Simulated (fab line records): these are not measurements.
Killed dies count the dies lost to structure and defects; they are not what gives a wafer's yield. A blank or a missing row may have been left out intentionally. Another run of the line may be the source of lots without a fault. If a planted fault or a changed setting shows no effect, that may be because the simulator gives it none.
fab line records	flow nandHarc	part 1 of 2: steps 1 to 23 of 34
[record] lots = 5	wafers = 15	lastDay = 24
route steps=1159 shown P_CONTACT@221 P_M0@253
lots that met no fault: taken from a fault-free run of the same line
startH: hours from the record's first day to the start of the lot's first wafer shown	waitH: time in hours since the lot's previous step	" the same as in the row above	L1.1+2: several wafers, shown together as one row	- no value, or no start was given	* or withheld: withheld	< > ~ a bound
route shown NAME@n: NAME is a module with steps in the file, n the number in the route of the first one	usual: the fault-free wafers' mean and standard deviation	same: alike in all rows	chamber/n: place in a boat	sites: per-site readings	_std_site: the standard deviation of these	_edge_site: the outer-site mean with the inner-site mean subtracted	radiusMm: how far each site lies from the wafer's centre	mask NAME#n: copy n	behind: the last tool/chamber to shape the wafer	hold: the reason the lot was held/the length of the hold in hours/how it ended	device: which transistor (n, p or np) failed to switch	end of line: the route-end tests of the same wafers	for a step that has no rows: nothing shown but its recipe	killed: dies lost to structure and defects at the first sort, not the wafer's yield	map: dies across one wafer; x = killed, . = not, _ = none there
set.NAME: the run value of the setting; set.NAME@STEP: its run value at that earlier step	model.NAME: the simulator's own value behind a step, which no gauge read
lots at some steps of the route; a table a step, a row a wafer
services: when a tool's chamber went out of use (startH, in hours from the record's first day, below 0 if earlier), for how many hours, and the reason
[[steps]]
[step NHARC_P_CONTACT_SRD_03]
lot.wafer	tool	chamber	startH	waitH
L076.2+1+4	wetBench-09	1,2,4	121.33	0.0
L079.2+4+3	wetBench-01	3,4,6	138.00	0.0
L082.3+6+2	wetBench-09	1,2,3	157.41	0.0
L083.4+2+6	wetBench-01	5,6,1	166.10	0.0
L093.2+3+5	wetBench-07	4,5,6	222.36	0.0
[step NHARC_P_CONTACT_DEHYDRATE_04]
[recipe] tempC = 150	timeS = 120
[usual] exhaustPa = 45.0/0.84
lot.wafer	tool	chamber	startH	waitH	exhaustPa
L076.1	lithoTrack-04	0	121.41	0.1	46.0
L076.2	"	0	"	"	46.6
L076.4	"	0	"	"	46.2
L079.2	lithoTrack-06	0	138.08	0.1	43.5
L079.3	"	0	"	"	44.4
L079.4	"	0	"	"	44.2
L082.2	lithoTrack-06	0	157.48	0.1	44.1
L082.3	"	0	"	"	46.0
L082.6	"	0	"	"	45.3
L083.2	lithoTrack-01	0	166.19	0.1	45.7
L083.4	"	0	"	"	45.5
L083.6	"	0	"	"	45.2
L093.2	lithoTrack-06	0	222.44	0.1	44.8
L093.3	"	0	"	"	44.4
L093.5	"	0	"	"	43.2
[step NHARC_P_CONTACT_HMDS_05]
[recipe] timeS = 30
[usual] exhaustPa = 45.2/0.93
lot.wafer	tool	chamber	startH	waitH	exhaustPa
L076.1	lithoTrack-04	0	-	-	45.4
L076.2	"	0	"	"	46.8
L076.4	"	0	"	"	45.4
L079.2	lithoTrack-06	0	-	-	45.4
L079.3	"	0	"	"	45.9
L079.4	"	0	"	"	45.4
L082.2	lithoTrack-06	0	-	-	45.8
L082.3	"	0	"	"	47.6
L082.6	"	0	"	"	46.3
L083.2	lithoTrack-01	0	-	-	46.5
L083.4	"	0	"	"	46.7
L083.6	"	0	"	"	47.3
L093.2	lithoTrack-06	0	-	-	44.6
L093.3	"	0	"	"	44.3
L093.5	"	0	"	"	44.2
[step NHARC_P_CONTACT_COAT_33]
[recipe] tempC = 260	timeS = 75
[usual] exhaustPa = 44.9/0.91
lot.wafer	tool	chamber	startH	waitH	exhaustPa
L076.1	lithoTrack-04	0	-	-	46.3
L076.2	"	0	"	"	45.4
L076.4	"	0	"	"	44.6
L079.2	lithoTrack-06	0	-	-	45.1
L079.3	"	0	"	"	45.8
L079.4	"	0	"	"	45.7
L082.2	lithoTrack-06	0	-	-	45.0
L082.3	"	0	"	"	46.1
L082.6	"	0	"	"	44.0
L083.2	lithoTrack-01	0	-	-	46.5
L083.4	"	0	"	"	46.7
L083.6	"	0	"	"	45.9
L093.2	lithoTrack-06	0	-	-	44.1
L093.3	"	0	"	"	45.0
L093.5	"	0	"	"	44.9
[step NHARC_P_CONTACT_COAT_34]
[recipe] tempC = 225	timeS = 65
[usual] exhaustPa = 44.8/1
lot.wafer	tool	chamber	startH	waitH	exhaustPa
L076.1	lithoTrack-04	0	-	-	46.8
L076.2	"	0	"	"	46.3
L076.4	"	0	"	"	45.9
L079.2	lithoTrack-06	0	-	-	44.8
L079.3	"	0	"	"	44.3
L079.4	"	0	"	"	44.8
L082.2	lithoTrack-06	0	-	-	45.3
L082.3	"	0	"	"	44.3
L082.6	"	0	"	"	43.9
L083.2	lithoTrack-01	0	-	-	43.7
L083.4	"	0	"	"	43.8
L083.6	"	0	"	"	43.2
L093.2	lithoTrack-06	0	-	-	46.7
L093.3	"	0	"	"	44.6
L093.5	"	0	"	"	45.4
[step NHARC_P_CONTACT_COAT_06]
[recipe] spinRpm = 1500	resistThkNm = 90
[usual] exhaustPa = 45.0/1
lot.wafer	tool	chamber	startH	waitH	exhaustPa
L076.1	lithoTrack-04	0	-	-	45.1
L076.2	"	0	"	"	45.3
L076.4	"	0	"	"	44.3
L079.2	lithoTrack-06	0	-	-	46.1
L079.3	"	0	"	"	47.0
L079.4	"	0	"	"	46.4
L082.2	lithoTrack-06	0	-	-	47.9
L082.3	"	0	"	"	45.0
L082.6	"	0	"	"	45.4
L083.2	lithoTrack-01	0	-	-	44.5
L083.4	"	0	"	"	44.4
L083.6	"	0	"	"	46.0
L093.2	lithoTrack-06	0	-	-	45.9
L093.3	"	0	"	"	45.9
L093.5	"	0	"	"	46.3
[step NHARC_P_CONTACT_SOFTBAKE_07]
[recipe] tempC = 105	timeS = 55
[usual] exhaustPa = 44.8/0.93
lot.wafer	tool	chamber	startH	waitH	exhaustPa
L076.1	lithoTrack-04	0	-	-	45.2
L076.2	"	0	"	"	44.6
L076.4	"	0	"	"	44.3
L079.2	lithoTrack-06	0	-	-	43.8
L079.3	"	0	"	"	43.0
L079.4	"	0	"	"	46.4
L082.2	lithoTrack-06	0	-	-	45.2
L082.3	"	0	"	"	44.8
L082.6	"	0	"	"	44.9
L083.2	lithoTrack-01	0	-	-	44.6
L083.4	"	0	"	"	45.4
L083.6	"	0	"	"	44.4
L093.2	lithoTrack-06	0	-	-	45.6
L093.3	"	0	"	"	45.9
L093.5	"	0	"	"	45.8
[step NHARC_P_CONTACT_EBR_08]
[usual] exhaustPa = 45.0/0.79
lot.wafer	tool	chamber	startH	waitH	exhaustPa
L076.1	lithoTrack-04	0	-	-	45.7
L076.2	"	0	"	"	45.6
L076.4	"	0	"	"	45.2
L079.2	lithoTrack-06	0	-	-	44.7
L079.3	"	0	"	"	45.7
L079.4	"	0	"	"	44.9
L082.2	lithoTrack-06	0	-	-	44.9
L082.3	"	0	"	"	45.2
L082.6	"	0	"	"	44.5
L083.2	lithoTrack-01	0	-	-	44.7
L083.4	"	0	"	"	43.7
L083.6	"	0	"	"	44.2
L093.2	lithoTrack-06	0	-	-	46.6
L093.3	"	0	"	"	45.7
L093.5	"	0	"	"	46.2
[step NHARC_P_CONTACT_EXPOSE_09]
[recipe] na = 1.35	targetCdNm = 90	doseMj = 81.26	maskId = P_CA
lot.wafer	tool	chamber	startH	waitH	mask
L076.1+2+4	arfiScanner-03	0	123.00	-	P_CA#0
L079.2+3+4	arfiScanner-03	0	138.40	-	P_CA#0
L082.2+3+6	arfiScanner-02	0	157.82	-	P_CA#0
L083.2+4+6	arfiScanner-02	0	166.38	-	P_CA#0
L093.2+3+5	arfiScanner-03	0	222.75	-	P_CA#0
[step NHARC_P_CONTACT_PEB_10]
[recipe] pebTempC = 100	pebTimeS = 65
[usual] exhaustPa = 45.1/0.96
lot.wafer	tool	chamber	startH	waitH	exhaustPa
L076.1	lithoTrack-04	0	123.06	0.1	43.6
L076.2	"	0	"	"	43.2
L076.4	"	0	"	"	43.2
L079.2	lithoTrack-01	0	138.45	0.1	45.9
L079.3	"	0	"	"	45.5
L079.4	"	0	"	"	44.3
L082.2	lithoTrack-01	0	157.87	0.1	46.4
L082.3	"	0	"	"	43.4
L082.6	"	0	"	"	43.5
L083.2	lithoTrack-01	0	166.44	0.1	45.1
L083.4	"	0	"	"	44.8
L083.6	"	0	"	"	43.5
L093.2	lithoTrack-01	0	222.81	0.1	46.5
L093.3	"	0	"	"	45.1
L093.5	"	0	"	"	46.5
[step NHARC_P_CONTACT_DEVELOP_11]
[recipe] developTimeS = 35	devTempC = 23
[usual] exhaustPa = 45.1/0.83
lot.wafer	tool	chamber	startH	waitH	exhaustPa
L076.1	lithoTrack-04	0	-	-	45.4
L076.2	"	0	"	"	45.3
L076.4	"	0	"	"	45.7
L079.2	lithoTrack-01	0	-	-	44.0
L079.3	"	0	"	"	44.8
L079.4	"	0	"	"	46.9
L082.2	lithoTrack-01	0	-	-	45.2
L082.3	"	0	"	"	44.1
L082.6	"	0	"	"	44.1
L083.2	lithoTrack-01	0	-	-	44.2
L083.4	"	0	"	"	44.9
L083.6	"	0	"	"	44.5
L093.2	lithoTrack-01	0	-	-	45.8
L093.3	"	0	"	"	45.0
L093.5	"	0	"	"	44.9
[step NHARC_P_CONTACT_CD_MEAS_12]
[recipe] targetCdNm = 90	landingEnergyEv = 500
[usual] cdNm = 90.2/0.65
lot.wafer	tool	chamber	startH	waitH	cdNm
L076.1	cdSem-02	0	123.14	-	90.2
L076.2	"	0	"	"	90.8
L076.4	"	0	"	"	90.0
L079.2	cdSem-03	0	138.53	-	90.5
L079.3	"	0	"	"	90.4
L079.4	"	0	"	"	90.5
L082.2	cdSem-03	0	157.95	-	90.8
L082.3	"	0	"	"	91.1
L082.6	"	0	"	"	91.7
L083.2	cdSem-03	0	166.52	-	89.5
L083.4	"	0	"	"	89.9
L083.6	"	0	"	"	89.0
L093.2	cdSem-03	0	222.89	-	90.3
L093.3	"	0	"	"	91.7
L093.5	"	0	"	"	90.3
[step NHARC_P_CONTACT_OVL_MEAS_13]
[usual] overlayXNm = -0.1/0.86	overlayYNm = -0.1/1
lot.wafer	tool	chamber	startH	waitH	overlayXNm	overlayYNm
L076.1	overlay-02	-	123.23	-	0.8	1.5
L076.2	"	-	"	"	0.3	1.2
L076.4	"	-	"	"	0.8	1.0
L079.2	overlay-01	-	138.62	-	-1.6	-0.6
L079.3	"	-	"	"	-0.9	-0.2
L079.4	"	-	"	"	-1.1	-0.4
L082.2	overlay-01	-	158.04	-	0.2	-1.0
L082.3	"	-	"	"	1.2	-0.7
L082.6	"	-	"	"	0.5	-1.2
L083.2	overlay-01	-	166.61	-	-1.9	0.2
L083.4	"	-	"	"	-1.1	0.1
L083.6	"	-	"	"	-1.6	0.4
L093.2	overlay-01	-	222.98	-	-1.2	0.5
L093.3	"	-	"	"	-0.8	0.5
L093.5	"	-	"	"	-0.5	0.5
[step NHARC_P_CONTACT_INSPECT_14]
[usual] rawDefectCount = 4.0/2.2
lot.wafer	tool	chamber	startH	waitH	rawDefectCount
L076.1	defectInspect-02	-	123.26	0.0	6
L076.2	"	-	"	"	4
L076.4	"	-	"	"	4
L079.2	defectInspect-01	-	138.66	0.0	4
L079.3	"	-	"	"	1
L079.4	"	-	"	"	2
L082.2	defectInspect-01	-	158.08	0.0	9
L082.3	"	-	"	"	5
L082.6	"	-	"	"	12
L083.2	defectInspect-02	-	166.64	0.0	3
L083.4	"	-	"	"	4
L083.6	"	-	"	"	3
L093.2	defectInspect-01	-	223.01	0.0	5
L093.3	"	-	"	"	2
L093.5	"	-	"	"	3
[step NHARC_P_CONTACT_DESCUM_17]
[recipe] timeS = 3	o2FlowSccm = 200	arFlowSccm = 0	biasPowerW = 0	chemistry = O2
[usual] drypumpMotorCurrentA = 5.5/0.42	oesProductAu = 1.004/0.009	rfVppV = 57.6/0.95	showerheadPlenumPTorr = 1.86/0.089	throttleValvePct = 11.311/0.0089
lot.wafer	tool	chamber	startH	waitH	drypumpMotorCurrentA	oesProductAu	rfHoursCounterH	rfVppV	showerheadPlenumPTorr	throttleValvePct
L076.4	rieDiel-02	2	123.33	0.1	5.5	1.015	14	56.3	1.79	11.305
L076.2	"	3	"	"	5.1	1.000	14	58.3	1.79	11.286
L076.1	"	0	"	"	5.1	1.003	13	58.8	2.06	11.309
L079.2	rieDiel-13	2	138.72	0.1	6.0	1.010	3	60.3	1.83	11.297
L079.4	"	3	"	"	5.2	0.990	3	57.3	1.86	11.299
L079.3	"	0	"	"	6.3	0.998	3	57.6	1.97	11.329
L082.2	rieDiel-13	2	158.16	0.1	6.0	1.018	5	57.2	1.83	11.310
L082.3	"	3	"	"	5.2	1.000	-	55.6	1.86	11.321
L082.6	"	2	"	"	6.0	1.009	-	58.6	1.83	11.302
L083.2	rieDiel-13	0	166.70	0.1	6.2	0.994	4	57.3	1.97	11.320
L083.4	"	2	"	"	6.0	0.995	-	55.8	1.83	11.309
L083.6	"	3	"	"	5.2	0.993	-	57.9	1.86	11.312
L093.2	rieDiel-13	1	223.09	0.1	5.1	1.011	11	56.9	1.84	11.309
L093.3	"	2	"	"	6.0	0.999	14	57.8	1.82	11.297
L093.5	"	0	"	"	6.2	1.005	-	59.4	1.96	11.311
[step NHARC_P_CONTACT_ETCH_35]
[recipe] targetDepthA = 390	overEtchFrac = 0.3	timeS = 65	ionEnergyEv = 80	cf4FlowSccm = 150	arFlowSccm = 0	rfW = 300	biasW = 100	chemistry = CF4
[usual] drypumpMotorCurrentA = 5.5/0.42	oesProductAu = 1.006/0.0088	rfVppV = 150.6/1.1	showerheadPlenumPTorr = 1.72/0.073	throttleValvePct = 13.284/0.009
lot.wafer	tool	chamber	startH	waitH	drypumpMotorCurrentA	oesProductAu	rfHoursCounterH	rfVppV	showerheadPlenumPTorr	throttleValvePct
L076.4	rieDiel-02	1	123.41	0.1	5.9	1.002	14	149.7	1.67	13.300
L076.1	"	2	"	"	5.5	1.018	14	149.0	1.67	13.256
L076.2	"	0	"	"	5.1	1.013	13	152.8	1.89	13.285
L079.4	rieDiel-13	1	139.00	0.3	5.1	1.019	3	150.3	1.70	13.282
L079.3	"	2	"	"	6.0	1.003	3	151.3	1.70	13.282
L079.2	"	3	"	"	5.2	0.991	3	151.5	1.72	13.273
L082.2	rieDiel-13	2	158.29	0.1	6.0	1.005	5	150.3	1.70	13.282
L082.3	"	2	"	"	6.0	1.008	-	150.2	1.69	13.285
L082.6	"	2	"	"	6.0	1.011	-	150.8	1.69	13.273
L083.2	rieDiel-13	0	166.82	0.1	6.2	1.001	4	151.4	1.81	13.277
L083.4	"	2	"	"	6.0	1.005	-	150.8	1.69	13.297
L083.6	"	0	"	"	6.3	1.003	-	152.2	1.81	13.298
L093.3	rieDiel-13	0	223.16	0.1	6.3	0.996	11	152.2	1.81	13.285
L093.2	"	2	"	"	6.0	1.010	14	149.2	1.69	13.285
L093.5	"	0	"	"	6.3	0.999	-	151.6	1.81	13.285
[step NHARC_P_CONTACT_ETCH_36]
[recipe] targetDepthA = 2600	overEtchFrac = 0.25	timeS = 406.25	ionEnergyEv = 200	n2FlowSccm = 150	h2FlowSccm = 150	arFlowSccm = 0	rfW = 400	biasW = 150	chemistry = N2/H2
[usual] drypumpMotorCurrentA = 5.5/0.43	n2FlowSccm = 149.9/0.47	oesProductAu = 1.005/0.0094	rfVppV = 428.8/2.8	showerheadPlenumPTorr = 1.98/0.098	throttleValvePct = 14.171/0.009
lot.wafer	tool	chamber	startH	waitH	drypumpMotorCurrentA	n2FlowSccm	oesProductAu	rfHoursCounterH	rfVppV	showerheadPlenumPTorr	throttleValvePct
L076.4	rieDiel-02	2	-	-	5.5	149.5	1.017	14	426.5	1.91	14.172
L076.2	"	3	"	"	5.1	150.8	1.004	14	427.3	1.90	14.179
L076.1	"	1	"	"	5.9	149.6	1.005	14	427.3	1.92	14.161
L079.4	rieDiel-13	2	-	-	6.0	150.4	1.011	3	426.9	1.95	14.167
L079.3	"	3	"	"	5.2	149.6	0.989	3	429.0	1.98	14.169
L079.2	"	0	"	"	6.3	150.0	1.002	3	432.2	2.10	14.172
L082.2	rieDiel-13	2	158.46	0.2	6.0	149.3	1.005	5	426.9	1.95	14.169
L082.3	"	3	"	"	5.2	149.6	0.993	-	429.2	1.98	14.170
L082.6	"	3	"	"	5.2	148.9	0.990	-	429.7	1.98	14.160
L083.2	rieDiel-13	0	-	-	6.3	150.1	0.997	4	431.5	2.10	14.180
L083.6	"	0	"	"	6.3	150.1	0.999	-	432.0	2.10	14.180
L083.4	"	3	"	"	5.2	150.8	0.994	-	426.9	1.98	14.188
L093.3	rieDiel-13	1	-	-	5.1	149.6	1.020	11	428.6	1.95	14.177
L093.2	"	0	"	"	6.3	149.2	1.001	11	432.0	2.09	14.183
L093.5	"	2	"	"	6.0	150.5	1.004	-	427.6	1.94	14.177
[step NHARC_P_CONTACT_ETCH_18]
[recipe] targetDepthA = 4810	timeS = 240.5	c4f8FlowSccm = 20	o2FlowSccm = 10	arFlowSccm = withheld	rfW = 600	biasW = 1500	chemistry = C4F8/O2/Ar
[usual] oesProductAu = 0.961/0.02	rfVppV = 975/6.1
lot.wafer	tool	chamber	startH	waitH	oesProductAu	rfHoursCounterH	rfVppV
L076.4	rieDiel-02	3	-	-	0.991	15	970
L076.1	"	0	"	"	0.992	13	988
L076.2	"	2	"	"	0.979	14	970
L079.2	rieDiel-13	3	-	-	0.937	3	974
L079.4	"	1	"	"	0.960	3	972
L079.3	"	2	"	"	0.947	3	972
L082.2	rieDiel-13	2	-	-	0.927	6	973
L082.3	"	3	"	"	0.907	-	973
L082.6	"	3	"	"	0.915	-	975
L083.2	rieDiel-13	0	-	-	0.933	4	983
L083.6	"	0	"	"	0.932	-	980
L083.4	"	2	"	"	0.977	-	973
L093.3	rieDiel-13	3	-	-	0.955	15	975
L093.2	"	1	"	"	0.993	11	972
L093.5	"	0	"	"	0.967	-	980
[step NHARC_P_CONTACT_STRIP_37]
[recipe] c4f8FlowSccm = withheld	o2FlowSccm = 8	arFlowSccm = withheld	biasW = 0	chemistry = C4F8/O2/Ar
lot.wafer	tool	chamber	startH	waitH
L076.2+4+1	rieDiel-02	1,3,0	-	-
L079.3+2+4	rieDiel-13	3,1,2	-	-
L082.2+3+6	rieDiel-13	3	-	-
L083.2+4+6	rieDiel-13	3,3,0	-	-
L093.2+3+5	rieDiel-13	3,2,3	-	-
[step NHARC_P_CONTACT_ETCH_31]
[recipe] targetDepthA = 300	timeS = 85.7	ionEnergyEv = 120	overEtchFrac = 1	ch3fFlowSccm = 50	o2FlowSccm = 30	arFlowSccm = 200	rfW = 500	biasW = 100	chemistry = CH3F/O2
[usual] drypumpMotorCurrentA = 5.5/0.43	oesProductAu = 0.986/0.012	rfVppV = 243.4/1.7	showerheadPlenumPTorr = 2.39/0.11	throttleValvePct = 20.664/0.0096
lot.wafer	tool	chamber	startH	waitH	drypumpMotorCurrentA	oesProductAu	rfHoursCounterH	rfVppV	showerheadPlenumPTorr	throttleValvePct
L076.1	rieDiel-02	3	-	-	5.1	0.992	15	241.2	2.30	20.682
L076.4	"	0	"	"	5.1	0.997	13	246.8	2.64	20.666
L076.2	"	2	"	"	5.5	1.002	14	243.0	2.31	20.672
L079.3	rieDiel-13	0	-	-	6.3	0.972	3	244.4	2.52	20.666
L079.4	"	1	"	"	5.1	0.989	3	243.5	2.37	20.670
L079.2	"	2	"	"	6.0	0.974	3	242.7	2.35	20.657
L082.2	rieDiel-13	2	-	-	6.0	0.985	6	242.4	2.35	20.676
L082.3	"	2	"	"	6.0	0.989	-	243.5	2.35	20.658
L082.6	"	2	"	"	6.0	0.991	-	243.0	2.35	20.664
L083.2	rieDiel-13	0	-	-	6.3	0.979	5	244.3	2.52	20.657
L083.4	"	0	"	"	6.3	0.976	-	245.9	2.52	20.672
L083.6	"	2	"	"	6.0	1.007	-	242.1	2.35	20.671
L093.3	rieDiel-13	2	-	-	6.0	0.984	15	243.7	2.35	20.665
L093.2	"	3	"	"	5.2	0.988	15	242.5	2.39	20.677
L093.5	"	0	"	"	6.3	0.988	-	245.6	2.52	20.676
[step NHARC_P_CONTACT_CD_MEAS_19]
[usual] cdNm = 89.9/1.6
lot.wafer	tool	chamber	startH	waitH	cdNm
L076.1	cdSem-01	-	124.20	-	89.3
L076.2	"	-	"	"	88.9
L076.4	"	-	"	"	90.2
L079.2	cdSem-01	-	139.78	-	89.2
L079.3	"	-	"	"	90.1
L079.4	"	-	"	"	91.4
L082.2	cdSem-02	-	159.45	-	91.3
L082.3	"	-	"	"	92.2
L082.6	"	-	"	"	91.5
L083.2	cdSem-03	-	167.73	-	86.3
L083.4	"	-	"	"	91.0
L083.6	"	-	"	"	85.7
L093.2	cdSem-01	-	223.95	-	90.0
L093.3	"	-	"	"	91.6
L093.5	"	-	"	"	89.3
[step NHARC_P_CONTACT_STRIP_28]
[recipe] o2FlowSccm = 500	arFlowSccm = 0	biasW = 0	chemistry = O2
[usual] drypumpMotorCurrentA = 5.5/0.41	oesProductAu = 1.006/0.011	rfVppV = 57.6/0.88	showerheadPlenumPTorr = 3.45/0.15	throttleValvePct = 17.037/0.0096
lot.wafer	tool	chamber	startH	waitH	drypumpMotorCurrentA	oesProductAu	rfHoursCounterH	rfVppV	showerheadPlenumPTorr	throttleValvePct
L076.4	rieDiel-08	2	124.29	0.1	5.6	0.999	65	57.5	3.67	17.048
L076.2	"	3	"	"	5.8	0.981	65	56.3	3.35	17.036
L076.1	"	0	"	"	5.8	0.992	62	57.3	3.38	17.039
L079.4	rieDiel-13	0	139.87	0.1	6.3	1.007	3	57.0	3.62	17.015
L079.2	"	2	"	"	6.0	1.009	3	57.7	3.38	17.017
L079.3	"	3	"	"	5.2	1.005	3	57.8	3.43	17.040
L082.2	rieDiel-13	3	159.56	0.1	5.2	1.003	6	57.2	3.43	17.033
L082.3	"	2	"	"	6.0	1.010	-	55.7	3.38	17.033
L082.6	"	3	"	"	5.2	0.995	-	57.1	3.43	17.028
L083.4	rieDiel-13	1	167.80	0.1	5.1	1.023	4	56.6	3.40	17.035
L083.2	"	3	"	"	5.2	1.007	8	57.8	3.43	17.036
L083.6	"	2	"	"	6.0	1.014	-	57.2	3.38	17.041
L093.2	rieDiel-02	2	224.05	0.1	5.5	1.017	6	57.1	3.32	17.050
L093.3	"	3	"	"	5.1	1.000	7	58.0	3.31	17.037
L093.5	"	0	"	"	5.1	1.007	-	58.6	3.77	17.036
[step NHARC_P_CONTACT_STRIP_29]
[recipe] timeS = 1200	tempC = 72.5	chemistry = postEtchResidueRemover
lot.wafer	tool	chamber	startH	waitH
L076.4+1+2	wetBench-01	1,5,6	124.45	-
L079.3+2+4	wetBench-07	6,7,3	140.05	-
L082.3+6+2	wetBench-09	0,1,4	159.82	0.2
L083.6+4+2	wetBench-09	3,4,5	168.02	-
L093.3+2+5	wetBench-09	4,5,7	224.21	-
